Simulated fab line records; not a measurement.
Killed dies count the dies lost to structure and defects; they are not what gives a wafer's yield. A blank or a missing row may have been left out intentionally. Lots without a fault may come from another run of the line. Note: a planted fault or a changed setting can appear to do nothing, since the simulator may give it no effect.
Chamber matching / flow nandHarc / NHARC_A_M1_ETCH_35 on rieDiel-02: 4 sister chambers
The step etches the open film in N2/H2, target depth 40 nm, overetch 12 nm, time 43.94 s. 16 wafers are shown with their chamber, then 8 later ones without.

## WAFERS, EACH WITH ITS CHAMBER
wafer=L079.1; chamber=1; drypumpMotorCurrentA (A)=5.2; rfVppV (V)=426.7; oesProductAu (a.u.)=0.968
wafer=L079.5; chamber=3; drypumpMotorCurrentA (A)=5.1; rfVppV (V)=425.0; oesProductAu (a.u.)=0.975
wafer=L079.6; chamber=2; drypumpMotorCurrentA (A)=6.5; rfVppV (V)=428.6; oesProductAu (a.u.)=1.001
wafer=L083.1; chamber=1; drypumpMotorCurrentA (A)=5.2; rfVppV (V)=425.8; oesProductAu (a.u.)=0.965
wafer=L083.2; chamber=3; drypumpMotorCurrentA (A)=5.1; rfVppV (V)=427.3; oesProductAu (a.u.)=0.978
wafer=L083.6; chamber=0; drypumpMotorCurrentA (A)=5.7; rfVppV (V)=426.1; oesProductAu (a.u.)=0.973
wafer=L085.2; chamber=2; drypumpMotorCurrentA (A)=6.5; rfVppV (V)=427.1; oesProductAu (a.u.)=0.991
wafer=L085.3; chamber=3; drypumpMotorCurrentA (A)=5.1; rfVppV (V)=426.1; oesProductAu (a.u.)=0.968
wafer=L085.6; chamber=1; drypumpMotorCurrentA (A)=5.2; rfVppV (V)=427.3; oesProductAu (a.u.)=0.976
wafer=L089.1; chamber=0; drypumpMotorCurrentA (A)=5.6; rfVppV (V)=426.2; oesProductAu (a.u.)=0.962
wafer=L089.3; chamber=3; drypumpMotorCurrentA (A)=5.1; rfVppV (V)=425.3; oesProductAu (a.u.)=0.965
wafer=L089.4; chamber=0; drypumpMotorCurrentA (A)=5.7; rfVppV (V)=425.4; oesProductAu (a.u.)=0.975
wafer=L091.4; chamber=0; drypumpMotorCurrentA (A)=5.7; rfVppV (V)=425.8; oesProductAu (a.u.)=0.978
wafer=L091.5; chamber=3; drypumpMotorCurrentA (A)=5.1; rfVppV (V)=426.3; oesProductAu (a.u.)=0.984
wafer=L091.6; chamber=2; drypumpMotorCurrentA (A)=6.5; rfVppV (V)=428.2; oesProductAu (a.u.)=1.000
wafer=L093.1; chamber=0; drypumpMotorCurrentA (A)=5.6; rfVppV (V)=426.2; oesProductAu (a.u.)=1.013

SIGNATURES, as means of the wafers listed above
reading=drypumpMotorCurrentA; chamber 0=5.660; chamber 1=5.200; chamber 2=6.500; chamber 3=5.100; scatter within a chamber=0.0316
reading=rfVppV; chamber 0=425.940; chamber 1=426.600; chamber 2=427.967; chamber 3=426.000; scatter within a chamber=0.713
reading=oesProductAu; chamber 0=0.98020; chamber 1=0.96967; chamber 2=0.99733; chamber 3=0.97400; scatter within a chamber=0.0124
Rule: a wafer lies at a distance from a chamber equal to the root of the sum of squares, over the readings, of (its reading less the chamber's mean, divided by the reading's scatter). The wafer belongs to the nearest chamber; if the next one is less than 2 further off, it can't be placed. How the scatter is found: for the shown wafers, subtract from each reading the mean of its chamber, square and add these, divide the total by (wafers less chambers), then take the root.

## WAFERS MISSING THEIR CHAMBER
wafer=L093.3; drypumpMotorCurrentA (A)=5.1; rfVppV (V)=426.7; oesProductAu (a.u.)=0.986
wafer=L093.4; drypumpMotorCurrentA (A)=6.5; rfVppV (V)=428.2; oesProductAu (a.u.)=0.998
wafer=L097.1; drypumpMotorCurrentA (A)=5.7; rfVppV (V)=426.9; oesProductAu (a.u.)=1.004
wafer=L097.3; drypumpMotorCurrentA (A)=5.2; rfVppV (V)=426.3; oesProductAu (a.u.)=1.000
wafer=L097.6; drypumpMotorCurrentA (A)=5.1; rfVppV (V)=425.8; oesProductAu (a.u.)=0.995
wafer=L096.1; drypumpMotorCurrentA (A)=5.1; rfVppV (V)=426.5; oesProductAu (a.u.)=0.997
wafer=L096.2; drypumpMotorCurrentA (A)=5.1; rfVppV (V)=426.3; oesProductAu (a.u.)=0.991
wafer=L096.4; drypumpMotorCurrentA (A)=6.5; rfVppV (V)=427.7; oesProductAu (a.u.)=0.994

## WHICH CHAMBER EACH WENT THROUGH
wafer=L093.3; from the rows above=3; in truth=3
wafer=L093.4; from the rows above=2; in truth=2
wafer=L097.1; from the rows above=0; in truth=0
wafer=L097.3; from the rows above=can't be placed: 1 or 3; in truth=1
wafer=L097.6; from the rows above=3; in truth=3
wafer=L096.1; from the rows above=can't be placed: 3 or 1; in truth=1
wafer=L096.2; from the rows above=3; in truth=3
wafer=L096.4; from the rows above=2; in truth=2
Correct placement for 6 of the 8. Not placeable from these rows: 2 (in 2, the candidates include the true chamber). Number placed wrongly: 0.
